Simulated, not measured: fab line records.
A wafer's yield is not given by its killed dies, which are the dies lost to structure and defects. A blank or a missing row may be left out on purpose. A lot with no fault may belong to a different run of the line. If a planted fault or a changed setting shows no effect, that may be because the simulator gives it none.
Check for tools in common | flow nand harc | 11 lots and 33 wafers in the sample

## REASON FOR OPENING
On 2 of the 11 lots, a flag is raised at NHARC_END_SORT_01 on the reading sort_bin_2_pct. Wafers without a fault read 2.7 %, standard deviation 1.
Rule: flag the lot when none of its wafers has a number, or when each of its wafers that has one lies beyond 4 standard deviations from that mean. The rest of the lots are taken to be sound.

lot  | measured     | on        | sort_bin_2_pct (%), wafer by wafer | flag
L995 | day 24 12:54 | prober-01 | 1.8 0.7 1.0                        |
L996 | day 24 12:56 | prober-02 | 2.7 4.9 3.5                        |
L100 | day 26 02:25 | prober-02 | 3.0 3.1 3.4                        |
L101 | day 27 00:16 | prober-02 | 2.1 3.1 3.2                        |
L107 | day 29 03:16 | prober-01 | 96.6 95.1 95.9                     | FLAGGED
L106 | day 29 04:07 | prober-02 | 94.8 94.5 94.1                     | FLAGGED
L105 | day 29 11:52 | prober-01 | 1.9 1.5 1.8                        |
L114 | day 33 01:45 | prober-01 | 3.2 3.8 3.1                        |
L115 | day 33 04:43 | prober-02 | 2.8 2.4 3.8                        |
L117 | day 33 09:38 | prober-01 | 2.8 3.2 2.1                        |
L118 | day 34 00:09 | prober-01 | 1.6 1.5 1.2                        |
The numbers of the flagged lots are 95.2 % on average: +92.5 % against the usual, or +92 standard deviations.

## WHICH TOOL RAN EACH LOT
The record holds 4 process steps before the reading, out of a route of 1302 steps. Read each cell as the tool, then ch plus the chambers that the sampled wafers visited, then the start.
lot  | flag    | NHARC_A_M0_PRE_CLEAN_31         | NHARC_A_M1_DESCUM_14               | NHARC_A_M1_ETCH_28                            | NHARC_A_M1_PVD_21
L995 |         | pecvd-02 ch 0,1, day 23 01:08   | rie diel-11 ch 0,2,3, day 23 02:31 | rie diel-08 ch 0,1,2, day 23 03:46 or earlier | pvd sputter-01, day 23 03:46
L996 |         | pecvd-02 ch 0,1,2, day 23 02:09 | rie diel-04 ch 1,2,3, day 23 03:31 | rie diel-11 ch 0,2, day 23 04:50 or earlier   | pvd sputter-01, day 23 04:50
L100 |         | pecvd-04 ch 0,2, day 24 13:31   | rie diel-11 ch 2,3, day 24 15:01   | rie diel-08 ch 0,2,3, day 24 16:16 or earlier | pvd sputter-01, day 24 16:16
L101 |         | pecvd-02 ch 0,1, day 25 08:38   | rie diel-08 ch 0,1,3, day 25 10:02 | rie diel-11 ch 1,2, day 25 11:16 or earlier   | pvd sputter-02, day 25 11:16
L107 | FLAGGED | pecvd-02 ch 0,1,2, day 27 14:29 | rie diel-08 ch 0,1,2, day 27 16:27 | rie diel-11 ch 0,1,2, day 27 17:42 or earlier | pvd sputter-01, day 27 17:42
L106 | FLAGGED | pecvd-01 ch 0,1,2, day 27 12:47 | rie diel-11 ch 0,2, day 27 14:17   | rie diel-08 ch 1,2, day 27 15:33 or earlier   | pvd sputter-01, day 27 15:33
L105 |         | pecvd-01 ch 0,1, day 27 11:08   | rie diel-11 ch 0,1, day 27 12:40   | rie diel-08 ch 2,3, day 27 13:56 or earlier   | pvd sputter-02, day 27 13:56
L114 |         | pecvd-04 ch 0,2, day 31 05:20   | rie diel-11 ch 1,2,3, day 31 06:45 | rie diel-11 ch 0,2,3, day 31 08:00 or earlier | pvd sputter-02, day 31 08:00
L115 |         | pecvd-02 ch 0,2, day 31 05:49   | rie diel-04 ch 1,3, day 31 07:11   | rie diel-11 ch 0,3, day 31 08:28 or earlier   | pvd sputter-03, day 31 08:28
L117 |         | pecvd-02 ch 0,1, day 31 14:11   | rie diel-08 ch 0,1, day 31 15:42   | rie diel-04 ch 0,2,3, day 31 17:00 or earlier | pvd sputter-02, day 31 17:00
L118 |         | pecvd-04 ch 0,1,2, day 32 11:29 | rie diel-04 ch 2,3, day 32 12:58   | rie diel-04 ch 0,2, day 32 14:19 or earlier   | pvd sputter-02, day 32 14:19
What these steps do:
- NHARC_A_M0_PRE_CLEAN_31: time 12 s.
- NHARC_A_M1_DESCUM_14: chemistry O2, time 3 s.
- NHARC_A_M1_ETCH_28: etches the open film in CF4/N2, target depth 30 nm, time 72.99 s.
- NHARC_A_M1_PVD_21: deposits Cu, target thk 30 nm, time 20.49 s.
- NHARC_END_SORT_01

## FLAGGED AGAINST TOTAL, ONE TOOL AT A TIME (gauges that did the reading follow at the end)
step                    | tool           | lots run | flagged | share of the flagged lots | sound lots run after its first flagged lot
NHARC_A_M0_PRE_CLEAN_31 | pecvd-01       | 2        | 1       | some                      | 0
NHARC_A_M0_PRE_CLEAN_31 | pecvd-02       | 6        | 1       | some                      | 2 (L115,L117)
NHARC_A_M0_PRE_CLEAN_31 | pecvd-04       | 3        | 0       | none                      | -
NHARC_A_M1_DESCUM_14    | rie diel-04    | 3        | 0       | none                      | -
NHARC_A_M1_DESCUM_14    | rie diel-08    | 3        | 1       | some                      | 1 (L117)
NHARC_A_M1_DESCUM_14    | rie diel-11    | 5        | 1       | some                      | 1 (L114)
NHARC_A_M1_ETCH_28      | rie diel-04    | 2        | 0       | none                      | -
NHARC_A_M1_ETCH_28      | rie diel-08    | 4        | 1       | some                      | 0
NHARC_A_M1_ETCH_28      | rie diel-11    | 5        | 1       | some                      | 2 (L114,L115)
NHARC_A_M1_PVD_21       | pvd sputter-01 | 5        | 2       | all                       | 0
NHARC_A_M1_PVD_21       | pvd sputter-02 | 5        | 0       | none                      | -
NHARC_A_M1_PVD_21       | pvd sputter-03 | 1        | 0       | none                      | -
NHARC_END_SORT_01       | prober-01      | 6        | 1       | some                      | 4 (L105,L114,L117,L118)
NHARC_END_SORT_01       | prober-02      | 5        | 1       | some                      | 1 (L115)
NHARC_A_M1_ETCH_28: start missing for some lots; hours and lot order therefore follow NHARC_A_M1_PVD_21.

## WHAT THE TABLE PERMITS
All flagged lots share 1 row of the table, namely pvd sputter-01 at NHARC_A_M1_PVD_21.
- pvd sputter-01 at NHARC_A_M1_PVD_21 ran 5 lots, 2 of them flagged. It ran its last sound lot, L100, at day 24 16:16 and its first flagged lot, L106, at day 27 15:33: a fault with its onset between the two fits. On the flagged lots its readings are blank where sound lots have values: cathode dc power W, chamber pressure pa, throttle valve pct.
Just one tool remains: pvd sputter-01 at NHARC_A_M1_PVD_21.

## WHAT THE SIMULATOR HAD INSERTED
At NHARC_A_M1_PVD_21, the step was skipped entirely on pvd sputter-01 from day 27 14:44 on. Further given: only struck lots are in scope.
Shown lots that were struck: L107, L106. This agrees with what the rule above found.
